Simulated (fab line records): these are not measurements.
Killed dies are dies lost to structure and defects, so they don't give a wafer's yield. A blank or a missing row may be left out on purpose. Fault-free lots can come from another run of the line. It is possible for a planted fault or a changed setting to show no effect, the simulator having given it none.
Which tool is to blame? | flow nandHarc | Sampling: 12 lots, 36 wafers, 4 of 1302 route steps

WHAT THE GAUGES READ, wafer by wafer
NHARC_A_M0_INSPECT_27. Usual: rawDefectCount reads 534 (standard deviation 160).
lot  | measured     | on               | rawDefectCount | flag
L428 | day 23 12:09 | defectInspect-02 | 462 534 733    | 
L430 | day 24 22:32 | defectInspect-01 | 628 489 478    | 
L433 | day 25 02:46 | defectInspect-01 | 492 495 947    | 
L432 | day 26 02:08 | defectInspect-02 | 625 590 692    | 
L436 | day 26 14:13 | defectInspect-02 | 576 392 487    | 
L441 | day 29 21:33 | defectInspect-01 | 657 466 450    | 
L444 | day 30 10:47 | defectInspect-02 | 444 509 481    | 
L445 | day 30 12:26 | defectInspect-02 | 392 444 352    | 
L446 | day 31 02:07 | defectInspect-01 | 477 322 388    | 
L447 | day 31 04:20 | defectInspect-01 | 425 355 389    | 
L449 | day 32 04:20 | defectInspect-01 | 433 461 488    | 
L450 | day 32 07:36 | defectInspect-01 | 417 459 749    | 

NHARC_A_M1_CD_MEAS_09: target cd 120 nm. Usual: cdNm reads 120.2 nm (standard deviation 0.71).
lot  | measured     | on       | cdNm (nm)                           | flag
L428 | day 23 13:25 | cdSem-02 | 120.0 120.5 120.4                   | 
L430 | day 24 23:56 | cdSem-03 | 118.4 118.8 120.1                   | 
L433 | day 25 04:02 | cdSem-03 | 119.7 120.0 119.3                   | 
L432 | day 26 03:35 | cdSem-02 | 119.9 119.6 119.5                   | 
L436 | day 26 15:36 | cdSem-01 | 119.5 120.1 119.7                   | 
L441 | day 29 22:57 | cdSem-03 | 120.2 119.8 120.1                   | 
L444 | day 30 12:03 | cdSem-01 | 116.8 116.7 117.0 117.2 116.5 117.0 | OFF
L445 | day 30 13:43 | cdSem-01 | 117.9 117.8 117.6                   | OFF
L446 | day 31 03:31 | cdSem-01 | 120.5 120.1 120.5                   | 
L447 | day 31 05:36 | cdSem-01 | 119.8 120.0 119.5                   | 
L449 | day 32 05:43 | cdSem-02 | 120.0 120.6 119.1                   | 
L450 | day 32 08:59 | cdSem-02 | 118.7 119.7 118.7                   | 

WHAT TOOL EACH LOT RAN ON (gives the tool, then ch and the chambers of the sampled wafers, and finally the start)
lot  | NHARC_A_M0_ANNEAL_30            | NHARC_A_M1_EXPOSE_06
L428 | rtpAnneal-02 ch 0, day 23 11:23 | arfiScanner-01 ch 0, day 23 13:16
L430 | rtpAnneal-01 ch 0, day 24 21:44 | arfiScanner-03 ch 0, day 24 23:48
L433 | rtpAnneal-02 ch 0, day 25 01:57 | arfiScanner-03 ch 0, day 25 03:54
L432 | rtpAnneal-02 ch 0, day 26 01:25 | arfiScanner-03 ch 0, day 26 03:27
L436 | rtpAnneal-02 ch 0, day 26 13:23 | arfiScanner-02 ch 0, day 26 15:28
L441 | rtpAnneal-01 ch 0, day 29 20:44 | arfiScanner-02 ch 0, day 29 22:49
L444 | rtpAnneal-02 ch 0, day 30 10:07 | arfiScanner-02 ch 0, day 30 11:55
L445 | rtpAnneal-02 ch 0, day 30 11:46 | arfiScanner-02 ch 0, day 30 13:35
L446 | rtpAnneal-02 ch 0, day 31 01:18 | arfiScanner-03 ch 0, day 31 03:22
L447 | rtpAnneal-01 ch 0, day 31 03:31 | arfiScanner-03 ch 0, day 31 05:28
L449 | rtpAnneal-01 ch 0, day 32 03:31 | arfiScanner-01 ch 0, day 32 05:35
L450 | rtpAnneal-01 ch 0, day 32 06:47 | arfiScanner-03 ch 0, day 32 08:51
- NHARC_A_M0_ANNEAL_30: time 90 s.
- NHARC_A_M1_EXPOSE_06: exposes mask A M1, target cd 120 nm.

WHAT THE TOOLS THEMSELVES READ (means of the sampled wafers that have a number; where no wafer has one, the mark that the record gives instead)
NHARC_A_M0_ANNEAL_30. Usual: wafer_temp_C_max reads 226.5 (standard deviation 0.5).
lot  | tool         | wafer_temp_C_max | flag
L428 | rtpAnneal-02 | 226.1            | 
L430 | rtpAnneal-01 | 226.8            | 
L433 | rtpAnneal-02 | 226.1            | 
L432 | rtpAnneal-02 | 226.1            | 
L436 | rtpAnneal-02 | 225.9            | 
L441 | rtpAnneal-01 | 226.9            | 
L444 | rtpAnneal-02 | 226.1            | 
L445 | rtpAnneal-02 | 226.1            | 
L446 | rtpAnneal-02 | 226.0            | 
L447 | rtpAnneal-01 | 227.1            | 
L449 | rtpAnneal-01 | 226.8            | 
L450 | rtpAnneal-01 | 227.3            | 

NHARC_A_M1_EXPOSE_06. Usual: exposureDoseMJCm2 reads 74.89 (standard deviation 0.2).
lot  | tool           | exposureDoseMJCm2 | flag
L428 | arfiScanner-01 | 74.71             | 
L430 | arfiScanner-03 | 75.13             | 
L433 | arfiScanner-03 | 75.12             | 
L432 | arfiScanner-03 | 75.04             | 
L436 | arfiScanner-02 | 75.07             | 
L441 | arfiScanner-02 | 74.91             | 
L444 | arfiScanner-02 | 70.40             | OFF
L445 | arfiScanner-02 | 71.23             | OFF
L446 | arfiScanner-03 | 75.07             | 
L447 | arfiScanner-03 | 75.06             | 
L449 | arfiScanner-01 | 74.67             | 
L450 | arfiScanner-03 | 75.03             | 

THE ANSWER, worked out from the rows above alone
Rule: a lot is off if the mean of its wafers that have a number lies more than 3 standard deviations from the usual mean. A lot without any number at a reading at which 4 lots or more have one is off too. The other lots that the step has rows for count as sound. After the gauges, taken in route order, come the tools' own readings; for these a lot's mean is taken, as printed above. The first step at which some lot is off is used, and at that step the reading that is off furthest; a lot without a number counts as furthest.
Off: L444, L445 (NHARC_A_M1_CD_MEAS_09, cdNm).
A tool fits if, at a process step before that reading, it ran every lot that is off, and no sound lot after the first of them. Not tried: the gauges at NHARC_A_M1_CD_MEAS_09; whatever is off there is also off at NHARC_A_M1_EXPOSE_06, on other tools, and gauge error can't account for it. One fits: arfiScanner-02 at NHARC_A_M1_EXPOSE_06. Its last sound lot is L441 (day 29 22:49), its first lot that is off L444 (day 30 11:55): a fault that began between those two fits.
The tool's own readings at NHARC_A_M1_EXPOSE_06 bear it out: on the lots that are off they differ by more than 5 times the standard deviation of the sound lots' means. exposureDoseMJCm2 reads 70.81 there against 74.98 on the sound lots.

WHAT THE SIMULATOR PUT IN
Process parameter drift: arfiScanner-02, from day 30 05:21 on, at NHARC_A_M1_EXPOSE_06. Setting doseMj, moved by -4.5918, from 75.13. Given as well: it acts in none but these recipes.
Lots struck among those shown: L444, L445. The rule given above showed the same thing.
